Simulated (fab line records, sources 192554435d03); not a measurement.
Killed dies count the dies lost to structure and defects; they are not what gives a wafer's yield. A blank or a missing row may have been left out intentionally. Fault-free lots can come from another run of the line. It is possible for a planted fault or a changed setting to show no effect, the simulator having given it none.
fab line records	flow n5-finfet
[record] lots = 11	wafers = 33	last-day = 17
route steps=1938 shown BEOL_M10@1513 PASSIVATION@1936
lots that met no fault: taken from a fault-free run of the same line
start-h: hours from the record's first day to the start of the lot's first wafer shown	wait-h: hours elapsed since this lot's preceding step	" as in the row above	L1.1+2: a single row standing in for several wafers	- no value, or no start given	* or withheld: withheld	< > ~ a bound
route shown NAME@n: a module of which the file shows steps, and the number in the route of the first	usual: the fault-free wafers' mean and standard deviation	same: alike in all rows	chamber/n: place in a boat	sites: the reading at each site	_std_site: standard deviation across them	_edge_site: inner sites' mean taken away from outer sites' mean	radius-mm: for every site, how far away it sits from the centre of the wafer	mask NAME#n: copy n	behind: the tool/chamber that last shaped the wafer	hold: reason for holding the lot/hours on hold/outcome of the hold	device: which transistor (n, p or np) failed to switch	end of line: tests run on the same wafers once the route is complete	step lacking rows: just its recipe	killed: the dies lost at the first sort to structure and to defects; this is not the yield of the wafer	map: the dies of a wafer, with x for killed, . for not killed, _ for no die there
set.NAME: the setting that was run; set.NAME@STEP: the one run at that earlier step	model.NAME: the simulator's own value behind a step, which no gauge read
steps of the route over a sample of lots; a table a step, a row a wafer
services: the hour from which a tool's chamber was out of use, counted from the record's first day as start-h (under 0 if before that day), plus the number of hours and why
[[steps]]
[step N5_BEOL_M10_ETCH_41]
[recipe] chemistry = CH3F/O2	target = SiCN	target-depth-a = 426	taper-deg = 2	time-s = 86	ion-energy-ev = 120	mask-material = TiN	pressure-mtorr = 30	source-w = 395	bias-w = 75	Ar_flow_sccm = 150	CH3F_flow_sccm = 30	O2_flow_sccm = 20
[usual] chamber-pressure-mTorr = 29.997/0.026	drypump-motor-current-A = 5.5/0.34	oes-product-au = 0.82/0.067	rf-vpp-V = 297.5/1.6	showerhead-plenum-p-Torr = 2.01/0.066	throttle-valve-pct = 16.29/0.27
lot.wafer	tool	chamber	start-h	wait-h	chamber-pressure-mTorr	drypump-motor-current-A	oes-product-au	rf-hours-counter-h	rf-vpp-V	showerhead-plenum-p-Torr	throttle-valve-pct
L426.2	rie-diel-06	1	-	-	29.991	5.3	0.75	147	295.8	1.92	16.61
L426.3	"	0	"	"	29.990	5.5	0.70	208	296.5	1.99	16.24
L426.4	"	2	"	"	30.027	5.0	0.80	103	296.0	1.94	16.52
L427.1	rie-diel-03	2	-	-	29.999	5.7	0.86	46	301.6	2.13	15.96
L427.2	"	3	"	"	30.001	5.6	0.94	17	297.9	2.04	16.44
L427.3	"	0	"	"	29.954	5.1	0.84	58	296.0	1.95	16.33
L429.3	rie-diel-06	1	-	-	29.918	5.3	0.75	152	295.9	1.91	16.63
L429.4	"	0	"	"	30.037	5.5	0.71	-	296.4	1.98	16.25
L429.6	"	2	"	"	29.972	5.0	0.80	-	294.7	1.94	16.52
L434.2	rie-diel-04	2	-	-	30.038	5.7	0.82	77	298.8	2.03	15.89
L434.4	"	1	"	"	29.988	5.7	0.89	33	298.3	2.04	16.14
L434.5	"	2	"	"	30.009	5.7	0.83	-	298.6	2.03	15.89
L433.1	rie-diel-06	1	-	-	30.004	5.3	0.73	166	295.3	1.91	16.65
L433.2	"	0	"	"	30.029	5.5	0.69	228	297.1	1.98	16.28
L433.6	"	2	"	"	30.020	4.9	0.78	-	296.1	1.94	16.55
L436.1	rie-diel-03	3	-	-	29.973	5.6	0.92	33	297.4	2.04	16.46
L436.5	"	2	"	"	29.943	5.7	0.84	-	299.6	2.12	16.00
L436.6	"	1	"	"	29.948	5.5	0.91	-	297.7	1.97	16.03
L437.2	rie-diel-06	0	-	-	29.973	5.5	0.70	233	297.0	1.98	16.31
L437.4	"	1	"	"	30.036	5.3	0.74	170	294.1	1.91	16.66
L437.5	"	2	"	"	29.937	5.0	0.78	-	296.2	1.93	16.55
L438.2	rie-diel-04	1	-	-	30.046	5.7	0.87	41	297.2	2.04	16.16
L438.3	"	0	"	"	29.996	5.4	0.78	102	300.0	2.10	16.58
L438.6	"	1	"	"	30.040	5.8	0.87	-	298.5	2.04	16.17
L440.1	rie-diel-03	0	-	-	29.976	5.0	0.80	92	296.7	1.94	16.39
L440.4	"	2	"	"	29.983	5.7	0.82	72	300.4	2.12	16.03
L440.5	"	2	"	"	30.010	5.7	0.82	-	300.7	2.12	16.01
L442.2	rie-diel-04	3	-	-	29.943	5.5	0.84	80	300.4	2.02	15.90
L442.3	"	1	"	"	29.943	5.8	0.86	49	297.6	2.04	16.19
L442.5	"	0	"	"	29.964	5.4	0.76	-	299.9	2.09	16.58
L448.1	rie-diel-03	3	-	-	30.015	5.7	0.86	59	299.8	2.03	16.51
L448.2	"	0	"	"	29.992	5.0	0.79	110	296.2	1.93	16.44
L448.4	"	1	"	"	29.988	5.6	0.85	-	294.4	1.96	16.09
[step N5_BEOL_M10_PRE_CLEAN_45]
[recipe] gas = H2/He	time-s = 30	temp-c = 250
[usual] heater-power-w = 336/37
lot.wafer	tool	chamber	start-h	wait-h	heater-power-w
L426.2	pvd-sputter-03	-	217.72	0.0	348
L426.3	"	-	"	"	286
L426.4	"	-	"	"	316
L427.1	pvd-sputter-03	-	225.73	0.0	346
L427.2	"	-	"	"	323
L427.3	"	-	"	"	280
L429.3	pvd-sputter-03	-	232.78	0.0	316
L429.4	"	-	"	"	320
L429.6	"	-	"	"	313
L434.2	pvd-sputter-03	-	265.62	0.0	287
L434.4	"	-	"	"	348
L434.5	"	-	"	"	340
L433.1	pvd-sputter-02	-	270.98	0.0	395
L433.2	"	-	"	"	352
L433.6	"	-	"	"	392
L436.1	pvd-sputter-01	-	272.70	0.0	279
L436.5	"	-	"	"	351
L436.6	"	-	"	"	342
L437.2	pvd-sputter-03	-	282.75	0.0	339
L437.4	"	-	"	"	320
L437.5	"	-	"	"	311
L438.2	pvd-sputter-02	-	288.78	0.0	392
L438.3	"	-	"	"	397
L438.6	"	-	"	"	360
L442.2	pvd-sputter-02	-	311.51	0.0	403
L442.3	"	-	"	"	412
L442.5	"	-	"	"	357
L440.1	pvd-sputter-03	-	311.93	0.0	348
L440.4	"	-	"	"	279
L440.5	"	-	"	"	316
L448.1	pvd-sputter-03	-	364.34	0.0	278
L448.2	"	-	"	"	311
L448.4	"	-	"	"	340
[step N5_BEOL_M10_ALD_74]
[recipe] material = TaN	target-thk-a = 20	temp-c = 275	ald-precursor-family = PDMAT	ald-co-reactant = NH3	pressure-torr = 3	carrier-flow-sccm = 1500	pulse-time-s = 2	purge-time-s = 3	co-reactant-purge-time-s = 2	co-reactant-pulse-time-s = 3	ald-cycles = 40	precursor-vessel-temp-c = 75	precursor-vessel-pressure-torr = 26.25	precursor-vessel-carrier-sccm = 1000
[usual] heater-power-w = 409/59	precursor-vessel-temp-c = 75.01/0.11
[same] co-reactant-pulse-time-s = 3
lot.wafer	tool	chamber	start-h	wait-h	heater-power-w	precursor-vessel-temp-c
L426.2	ald-metal-04	1	217.78	0.0	402	75.17
L426.3	"	2	"	"	428	75.05
L426.4	"	0	"	"	467	75.01
L427.1	ald-metal-03	1	225.79	0.0	420	74.84
L427.2	"	2	"	"	520	74.98
L427.3	"	0	"	"	391	74.91
L429.3	ald-metal-01	1	232.84	0.0	321	75.13
L429.4	"	3	"	"	465	75.07
L429.6	"	1	"	"	313	75.17
L434.2	ald-metal-03	1	265.77	0.1	410	74.90
L434.4	"	3	"	"	367	75.10
L434.5	"	2	"	"	512	75.02
L433.1	ald-metal-01	2	271.16	0.2	390	74.94
L433.2	"	3	"	"	450	75.00
L433.6	"	0	"	"	309	74.99
L436.1	ald-metal-03	1	272.99	0.3	415	74.95
L436.5	"	1	"	"	408	75.18
L436.6	"	2	"	"	520	75.20
L437.2	ald-metal-03	0	282.81	0.0	391	74.72
L437.4	"	1	"	"	422	74.97
L437.5	"	2	"	"	505	74.98
L438.2	ald-metal-03	0	288.84	0.0	386	74.91
L438.3	"	3	"	"	363	75.07
L438.6	"	2	"	"	530	75.01
L442.2	ald-metal-01	3	311.59	0.1	452	74.99
L442.3	"	0	"	"	313	74.91
L442.5	"	2	"	"	394	75.03
L440.1	ald-metal-04	0	311.99	0.0	477	74.93
L440.4	"	2	"	"	429	75.04
L440.5	"	3	"	"	396	74.99
L448.1	ald-metal-01	0	364.40	0.0	312	74.92
L448.2	"	3	"	"	467	74.98
L448.4	"	1	"	"	327	75.10
[step N5_BEOL_M10_CVD_75]
[recipe] material = Co	target-thk-a = 20	temp-c = withheld	precursor = CCTBA/H2	pressure-torr = 30	time-s = 138.9
[usual] run-length-s = 161.9/0.61
lot.wafer	tool	chamber	start-h	wait-h	run-length-s
L426.2	cvd-co-01	0	218.13	0.0	161.1
L426.3	"	2	"	"	162.9
L426.4	"	2	"	"	162.0
L427.1	cvd-co-02	1	227.79	0.2	162.3
L427.2	"	2	"	"	162.1
L427.3	"	0	"	"	160.7
L429.3	cvd-co-02	2	233.44	0.3	161.5
L429.4	"	2	"	"	161.9
L429.6	"	0	"	"	160.9
L434.2	cvd-co-01	1	266.16	0.1	162.8
L434.4	"	0	"	"	161.8
L434.5	"	1	"	"	162.3
L433.1	cvd-co-01	2	271.85	0.3	162.3
L433.2	"	1	"	"	162.3
L433.6	"	0	"	"	161.4
L436.1	cvd-co-01	0	273.57	0.3	161.3
L436.5	"	0	"	"	160.9
L436.6	"	1	"	"	162.2
L437.2	cvd-co-01	1	283.18	0.1	162.0
L437.4	"	0	"	"	161.9
L437.5	"	2	"	"	162.1
L438.2	cvd-co-01	1	290.50	0.0	163.0
L438.3	"	2	"	"	162.3
L438.6	"	0	"	"	161.1
L442.2	cvd-co-01	1	312.23	0.2	162.3
L442.3	"	1	"	"	162.2
L442.5	"	2	"	"	162.1
L440.1	cvd-co-01	2	313.33	0.5	159.4
L440.4	"	2	"	"	162.6
L440.5	"	0	"	"	161.0
L448.1	cvd-co-02	2	364.88	0.1	161.5
L448.2	"	1	"	"	162.2
L448.4	"	0	"	"	161.1
[step N5_PASSIVATION_PROBE_49]
[usual] defect-limited-yield = 91.4/1.6	killed_at_M0_to_M3 = 34/12	killed_at_M4_up = 13/5.2	killed-at-contacts = 11/5.5	killed-at-front-end = 40/13	killed-at-other = 3.4/2.7	killed-dies = 102/19	killed-on-rim = 13/4.3	killed-open = 66/15	killed-short = 33/7.9	sort_bin_5_function = 5.1/1.1	sort_bin_6_memory = 3.2/0.7	sort-n-pass = 1078/19	sort-yield-pct = 91.4/1.6
[same] gross-dies = 1180	killed-at-back-side = 0	sort_bin_4_leakage[%] = 0	sort_bin_8_speed[%] = 0
lot.wafer	tool	chamber	start-h	wait-h	defect-limited-yield[%]	killed_at_M0_to_M3	killed_at_M4_up	killed-at-contacts	killed-at-front-end	killed-at-other	killed-dies	killed-on-rim	killed-open	killed-short	sort_bin_5_function[%]	sort_bin_6_memory[%]	sort-n-pass	sort-yield-pct[%]
L426.2	prober-01	-	267.58	0.1	91.9	37	16	3	38	2	96	11	73	21	5.0	3.0	1084	91.9
L426.3	prober-01	-	267.63	0.2	93.0	20	18	11	34	0	83	15	54	23	4.2	2.3	1097	93.0
L426.4	prober-01	-	267.68	0.2	90.8	37	17	11	34	9	108	13	69	34	5.1	3.7	1072	90.8
L434.2	prober-02	-	311.26	0.1	91.6	27	29	7	32	4	99	16	65	26	4.9	2.8	1081	91.6
L434.5	prober-02	-	311.41	0.2	92.5	23	19	13	29	5	89	17	57	27	4.6	2.8	1091	92.5
L433.1	prober-01	-	319.94	0.0	90.3	53	21	10	28	3	115	16	71	40	5.0	4.5	1065	90.3
L433.2	prober-01	-	319.99	0.1	90.6	43	17	9	40	2	111	13	75	36	5.5	3.6	1069	90.6
L433.6	prober-01	-	320.19	0.3	91.5	40	9	10	40	1	100	17	62	35	5.4	2.8	1080	91.5
L436.1	prober-02	-	321.67	0.0	91.8	36	13	5	36	7	97	10	60	32	5.3	2.7	1083	91.8
L436.5	prober-02	-	321.87	0.2	93.4	40	6	9	19	4	78	9	57	19	3.6	2.8	1102	93.4
L436.6	prober-02	-	321.92	0.3	89.8	44	10	13	47	6	120	19	76	44	6.4	3.6	1060	89.8
L437.2	prober-02	-	341.65	0.1	88.1	60	13	21	40	6	140	20	85	49	6.5	4.5	1040	88.1
L437.4	prober-02	-	341.75	0.2	86.8	63	22	25	43	3	156	29	92	58	7.9	4.5	1024	86.8
L437.5	prober-02	-	341.80	0.2	90.8	47	3	20	37	1	108	17	71	33	5.3	3.4	1072	90.8
L438.2	prober-01	-	357.12	0.1	90.5	16	16	7	64	9	112	15	78	32	5.3	3.8	1068	90.5
L438.3	prober-01	-	357.17	0.1	89.7	33	15	5	66	3	122	14	84	37	5.7	4.5	1058	89.7
L438.6	prober-01	-	357.32	0.3	91.1	14	16	2	69	4	105	18	71	32	5.4	3.2	1075	91.1
L440.1	prober-02	-	370.04	0.0	90.1	36	17	10	53	1	117	11	74	43	5.8	3.6	1063	90.1
L440.4	prober-02	-	370.19	0.2	90.1	47	24	8	30	8	117	24	82	35	5.8	3.9	1063	90.1
L440.5	prober-02	-	370.24	0.2	88.7	58	8	11	45	11	133	17	80	52	7.2	3.7	1047	88.7
L442.2	prober-02	-	371.83	0.1	93.5	25	11	9	32	0	77	9	45	31	2.6	3.5	1103	93.5
L442.3	prober-02	-	371.88	0.1	92.5	21	11	15	40	2	89	12	55	30	4.2	2.9	1091	92.5
L442.5	prober-02	-	371.98	0.2	93.1	34	3	11	33	0	81	5	53	28	4.4	2.4	1099	93.1
L448.1	prober-01	-	417.66	0.0	90.0	36	8	14	52	8	118	10	82	35	5.1	4.0	1062	90.0
L448.2	prober-01	-	417.71	0.1	91.0	25	16	13	45	7	106	18	70	35	4.7	4.2	1074	91.0
L448.4	prober-01	-	417.81	0.2	91.8	34	7	7	47	2	97	11	59	38	4.6	3.3	1083	91.8
// killed by level:class
L426.2 STI_FIN_REVEAL:geometric-particle:open=14 BEOL_M4:geometric-particle:open=11 BEOL_M3:geometric-particle:open=9 BEOL_M0_SAQP:geometric-particle:short=7 FIN_SAQP:geometric-particle:open=6 BEOL_M1:geometric-particle:open=6 BEOL_M2:geometric-particle:open=6 FIN_SAQP:geometric-particle:short=5
L426.3 MOL_CONTACT_COAG:geometric-particle:open=10 BEOL_M4:geometric-particle:open=8 DUMMY_GATE:geometric-particle:open=6 FIN_SAQP:geometric-particle:open=5 FIN_SAQP:geometric-particle:short=5 BEOL_M0_SAQP:geometric-particle:open=5 STARTING-WAFER:geometric-particle:short=4 HKMG_FIN:area-etch=4
L426.4 BEOL_M0_SAQP:geometric-particle:open=10 MOL_CONTACT_COAG:geometric-particle:open=9 BEOL_M0:geometric-particle:open=8 BEOL_M0_SAQP:geometric-particle:short=6 GATE_CUT:geometric-particle:short=5 BEOL_M2:geometric-particle:open=5 MIM_TOP:geometric-particle:open=5 FIN_SAQP:geometric-particle:short=4
L434.2 BEOL_M4:geometric-particle:open=10 BEOL_M0_SAQP:geometric-particle:open=9 FIN_SAQP:geometric-particle:open=7 MOL_CONTACT_COAG:geometric-particle:open=6 BEOL_M5:geometric-particle:open=6 BEOL_M0_SAQP:geometric-particle:short=5 BEOL_M0:geometric-particle:open=5 DUMMY_GATE:geometric-particle:open=4
L434.5 MOL_CONTACT_COAG:geometric-particle:open=10 BEOL_M0_SAQP:geometric-particle:open=8 STI_FIN_REVEAL:geometric-particle:open=7 BEOL_M0_SAQP:geometric-particle:short=7 BEOL_M4:geometric-particle:open=6 STARTING-WAFER:geometric-particle:short=6 DUMMY_GATE:geometric-particle:open=4 MOL_CONTACT_COAG:geometric-particle:short=3
L433.1 BEOL_M0_SAQP:geometric-particle:open=20 BEOL_M0_SAQP:geometric-particle:short=15 GATE_CUT:geometric-particle:short=8 MOL_CONTACT_COAG:geometric-particle:open=7 BEOL_M1:geometric-particle:open=6 BEOL_M2:geometric-particle:open=6 BEOL_M4:geometric-particle:open=5 GATE_CUT:geometric-particle:open=4
L433.2 STI_FIN_REVEAL:geometric-particle:open=11 GATE_CUT:geometric-particle:short=10 MOL_CONTACT_COAG:geometric-particle:open=9 BEOL_M1:geometric-particle:open=9 BEOL_M0_SAQP:geometric-particle:open=8 BEOL_M2:geometric-particle:open=7 BEOL_M0_SAQP:geometric-particle:short=6 BEOL_M4:geometric-particle:open=5
L433.6 BEOL_M1:geometric-particle:open=11 STI_FIN_REVEAL:geometric-particle:open=10 BEOL_M0_SAQP:geometric-particle:short=10 MOL_CONTACT_COAG:geometric-particle:open=9 BEOL_M0_SAQP:geometric-particle:open=8 DUMMY_GATE:geometric-particle:open=7 GATE_CUT:geometric-particle:short=5 FIN_SAQP:geometric-particle:open=4
L436.1 BEOL_M2:geometric-particle:open=12 FIN_SAQP:geometric-particle:short=6 BEOL_M1:geometric-particle:open=6 STARTING-WAFER:geometric-particle:short=6 FIN_SAQP:geometric-particle:open=5 STI_FIN_REVEAL:geometric-particle:open=5 BEOL_M3:geometric-particle:open=5 MOL_CONTACT_COAG:geometric-particle:open=4
L436.5 BEOL_M0_SAQP:geometric-particle:open=11 BEOL_M0_SAQP:geometric-particle:short=10 BEOL_M1:geometric-particle:open=10 STI_FIN_REVEAL:geometric-particle:open=7 MOL_CONTACT_COAG:geometric-particle:open=7 DUMMY_GATE:geometric-particle:open=4 BEOL_M2:geometric-particle:open=3 FIN_SAQP:geometric-particle:open=2
L436.6 BEOL_M0_SAQP:geometric-particle:open=15 BEOL_M0_SAQP:geometric-particle:short=12 FIN_SAQP:geometric-particle:open=11 MOL_CONTACT_COAG:geometric-particle:open=11 FIN_SAQP:geometric-particle:short=7 STI_FIN_REVEAL:geometric-particle:open=7 ILD0:geometric-particle:short=7 BEOL_M2:geometric-particle:open=6
L437.2 BEOL_M0_SAQP:geometric-particle:open=19 MOL_CONTACT_COAG:geometric-particle:open=16 BEOL_M0_SAQP:geometric-particle:short=16 BEOL_M2:geometric-particle:open=8 BEOL_M3:geometric-particle:open=7 FIN_SAQP:geometric-particle:short=6 FIN_SAQP:geometric-particle:open=5 MOL_CONTACT_COAG:geometric-particle:short=5
L437.4 BEOL_M0_SAQP:geometric-particle:short=22 MOL_CONTACT_COAG:geometric-particle:open=18 BEOL_M4:geometric-particle:open=13 BEOL_M0_SAQP:geometric-particle:open=12 BEOL_M2:geometric-particle:open=12 FIN_SAQP:geometric-particle:short=10 FIN_SAQP:geometric-particle:open=8 GATE_CUT:geometric-particle:short=7
L437.5 MOL_CONTACT_COAG:geometric-particle:open=18 BEOL_M2:geometric-particle:open=17 BEOL_M0_SAQP:geometric-particle:open=10 BEOL_M0_SAQP:geometric-particle:short=10 STI_FIN_REVEAL:geometric-particle:open=6 GATE_CUT:geometric-particle:open=5 FIN_SAQP:geometric-particle:short=4 ILD0:geometric-particle:short=4
L438.2 STI_FIN_REVEAL:geometric-particle:open=13 FIN_SAQP:geometric-particle:open=8 FIN_SAQP:geometric-particle:short=7 BEOL_M1:geometric-particle:open=7 STI_FIN_REVEAL:geometric-particle:short=6 DUMMY_GATE:geometric-particle:open=6 MOL_CONTACT_COAG:geometric-particle:open=6 SPACER0:geometric-particle:open=4
L438.3 FIN_SAQP:geometric-particle:open=19 FIN_SAQP:geometric-particle:short=13 STI_FIN_REVEAL:geometric-particle:open=13 BEOL_M0_SAQP:geometric-particle:short=7 BEOL_M0_SAQP:geometric-particle:open=6 BEOL_M0:geometric-particle:open=6 BEOL_M4:geometric-particle:open=5 STARTING-WAFER:geometric-particle:open=5
L438.6 STI_FIN_REVEAL:geometric-particle:open=26 FIN_SAQP:geometric-particle:open=12 FIN_SAQP:geometric-particle:short=6 STI_FIN_REVEAL:geometric-particle:short=4 SPACER0:geometric-particle:short=4 BEOL_M4:geometric-particle:open=4 STARTING-WAFER:geometric-particle:open=4 BEOL_M1:geometric-particle:short=3
L440.1 FIN_SAQP:geometric-particle:open=16 MOL_CONTACT_COAG:geometric-particle:open=10 FIN_SAQP:geometric-particle:short=9 BEOL_M2:geometric-particle:open=9 GATE_CUT:geometric-particle:short=7 BEOL_M4:geometric-particle:open=7 GATE_CUT:geometric-particle:open=5 BEOL_M0_SAQP:geometric-particle:short=5
L440.4 BEOL_M4:geometric-particle:open=14 BEOL_M0_SAQP:geometric-particle:open=12 BEOL_M2:geometric-particle:open=11 BEOL_M3:geometric-particle:open=10 STI_FIN_REVEAL:geometric-particle:open=7 FIN_SAQP:geometric-particle:short=6 FIN_SAQP:geometric-particle:open=6 MOL_CONTACT_COAG:geometric-particle:open=6
L440.5 BEOL_M0_SAQP:geometric-particle:short=19 FIN_SAQP:geometric-particle:short=12 BEOL_M2:geometric-particle:open=11 STI_FIN_REVEAL:geometric-particle:open=10 MOL_CONTACT_COAG:geometric-particle:open=10 BEOL_M3:geometric-particle:open=10 FIN_SAQP:geometric-particle:open=6 BEOL_M0_SAQP:geometric-particle:open=6
L442.2 FIN_SAQP:geometric-particle:short=9 FIN_SAQP:geometric-particle:open=9 MOL_CONTACT_COAG:geometric-particle:open=9 BEOL_M0_SAQP:geometric-particle:short=6 BEOL_M0:geometric-particle:open=5 STARTING-WAFER:geometric-particle:open=4 BEOL_M2:geometric-particle:short=4 DUMMY_GATE:geometric-particle:short=3
L442.3 MOL_CONTACT_COAG:geometric-particle:open=12 FIN_SAQP:geometric-particle:open=11 STI_FIN_REVEAL:geometric-particle:open=5 BEOL_M0_SAQP:geometric-particle:short=5 DUMMY_GATE:geometric-particle:open=4 DUMMY_GATE:geometric-particle:short=4 BEOL_M6:geometric-particle:open=4 HKMG_FIN:area-etch=4
L442.5 FIN_SAQP:geometric-particle:open=10 MOL_CONTACT_COAG:geometric-particle:open=8 BEOL_M0_SAQP:geometric-particle:open=7 BEOL_M3:geometric-particle:open=6 FIN_SAQP:geometric-particle:short=5 BEOL_M0_SAQP:geometric-particle:short=5 BEOL_M0:geometric-particle:open=5 GATE_CUT:geometric-particle:short=4
L448.1 MOL_CONTACT_COAG:geometric-particle:open=11 FIN_SAQP:geometric-particle:short=9 BEOL_M1:geometric-particle:open=9 BEOL_M2:geometric-particle:open=9 FIN_SAQP:geometric-particle:open=8 STI_FIN_REVEAL:geometric-particle:open=8 BEOL_M3:geometric-particle:open=8 DUMMY_GATE:geometric-particle:open=6
L448.2 FIN_SAQP:geometric-particle:short=10 MOL_CONTACT_COAG:geometric-particle:open=10 STI_FIN_REVEAL:geometric-particle:open=7 DUMMY_GATE:geometric-particle:open=7 BEOL_M3:geometric-particle:open=7 BEOL_M1:geometric-particle:open=6 FIN_SAQP:geometric-particle:open=4 BEOL_M0_SAQP:geometric-particle:short=4
L448.4 FIN_SAQP:geometric-particle:short=12 BEOL_M2:geometric-particle:open=10 FIN_SAQP:geometric-particle:open=8 STI_FIN_REVEAL:geometric-particle:open=8 BEOL_M0_SAQP:geometric-particle:short=7 BEOL_M1:geometric-particle:open=7 BEOL_M3:geometric-particle:open=5 MOL_CONTACT_COAG:geometric-particle:open=4
[[services]]
tool	chamber	start-h	hours	kind
cvd-co-01	-	206.43	0.5	repair
ald-metal-03	-	216.93	8.7	pm
rie-diel-06	3	226.21	11.0	repair
ald-metal-04	-	228.99	1.1	repair
ald-metal-01	3	245.35	4.3	repair
ald-metal-04	1	272.02	8.0	repair
rie-diel-03	2	276.78	12.1	repair
ald-metal-03	3	303.65	25.9	repair
cvd-co-02	-	307.63	9.0	repair
cvd-co-01	0	308.66	4.1	repair
rie-diel-03	1	329.69	7.5	repair
rie-diel-03	3	332.74	11.1	repair
cvd-co-01	1	333.33	-	clean
cvd-co-01	1	333.33	22.0	scheduled-down
cvd-co-01	1	333.33	22.0	vent-cycle
pvd-sputter-02	-	335.43	2.0	repair
ald-metal-03	-	337.25	14.0	pm
ald-metal-03	0	337.25	14.0	vent-cycle
ald-metal-03	1	337.25	14.0	vent-cycle
rie-diel-06	0	338.64	15.8	repair
rie-diel-03	-	344.70	2.8	pm
cvd-co-02	-	354.33	0.7	repair
cvd-co-01	-	361.78	7.0	repair
rie-diel-03	2	362.19	4.5	repair
[[key]]
[first-sign] step = N5_BEOL_M10_CVD_75	reading = run-length-s	direction = down	sigmas = 4.1	usual = *	struck = *
effect none on later readings
met-at N5_BEOL_M10_CVD_75
struck-lots L440
struck-wafers L440.1
not-acting-at N5_BEOL_M10_ETCH_41,N5_BEOL_M10_PRE_CLEAN_45,N5_BEOL_M10_ALD_74
onset-between 312.23 313.33
[fault] kind = process-parameter-drift	tool = cvd-co-01	chamber = -	onset-h = 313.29	steps = N5_BEOL_M10_CVD_75	channel = time-s	offset = *	shape = step	end-h = 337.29	scope = struck-wafers-only	acts-in = *	stated = *
